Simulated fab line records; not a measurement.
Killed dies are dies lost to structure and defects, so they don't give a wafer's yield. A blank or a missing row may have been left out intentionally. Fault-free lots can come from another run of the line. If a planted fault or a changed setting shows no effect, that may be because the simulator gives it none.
Chamber matching	flow n5Finfet	4 sister chambers for N5_BEOL_M1_ETCHBACK_99 on rieDiel-02
The step etches SiO2 in CHF3, target depth 5 nm, time 10.4 s. 22 wafers are shown with their chamber, then 11 later ones without.

WAFERS WITH THEIR CHAMBER
wafer	chamber	drypumpMotorCurrentA (A)	rfVppV (V)	throttleValvePct (%)
L074.2	2	6.1	235	17.14
L074.4	0	5.6	231	17.01
L074.6	3	6.1	232	17.72
L082.3	0	5.6	230	17.07
L082.5	0	5.6	232	17.08
L082.6	2	6.1	235	17.17
L083.3	3	6.1	231	17.21
L083.4	0	5.5	232	17.06
L083.6	1	6.5	236	17.23
L084.1	1	6.5	235	17.23
L084.3	1	6.5	235	17.23
L084.4	3	6.1	231	17.22
L086.2	1	6.6	235	17.24
L086.3	3	6.1	231	17.22
L086.6	0	5.6	231	17.08
L089.1	2	6.1	237	16.74
L089.4	3	6.1	230	17.24
L089.6	2	6.1	238	16.77
L088.2	3	6.1	230	17.24
L088.4	1	6.5	235	17.25
L088.6	3	6.1	231	17.23
L092.1	2	6.1	238	16.76

SIGNATURES, as means of the wafers listed above
reading	chamber 0	chamber 1	chamber 2	chamber 3	scatter within a chamber
drypumpMotorCurrentA	5.580	6.520	6.100	6.100	0.0298
rfVppV	231.20	235.20	236.60	230.86	0.933
throttleValvePct	17.0600	17.2360	16.9160	17.2971	0.15
Rule: distance of a wafer from a chamber = root of the sum over the readings of ((wafer's reading minus chamber's mean) / reading's scatter) squared. The wafer belongs to the nearest chamber; if the next one is less than 2 further off, it can't be placed. The scatter: take each reading less its chamber's mean, square it, sum over the shown wafers, divide by the number of wafers less the number of chambers, and take the root.

WAFERS WITHOUT THEIR CHAMBER
wafer	drypumpMotorCurrentA (A)	rfVppV (V)	throttleValvePct (%)
L092.3	6.1	232	17.25
L092.4	6.2	239	16.74
L094.1	5.6	233	17.11
L094.4	6.5	236	17.25
L094.6	6.2	238	16.75
L096.2	6.1	238	16.77
L096.4	5.6	231	17.11
L096.5	6.5	235	17.27
L097.2	5.6	231	17.11
L097.5	6.1	232	17.25
L097.6	5.6	230	17.11

WHICH CHAMBER EACH WENT THROUGH
wafer	from the rows above	in truth
L092.3	3	3
L092.4	2	2
L094.1	0	0
L094.4	1	1
L094.6	2	2
L096.2	2	2
L096.4	0	0
L096.5	1	1
L097.2	0	0
L097.5	3	3
L097.6	0	0
Correct placement for 11 of the 11. Not placeable from these rows: 0. Placed wrongly: 0.
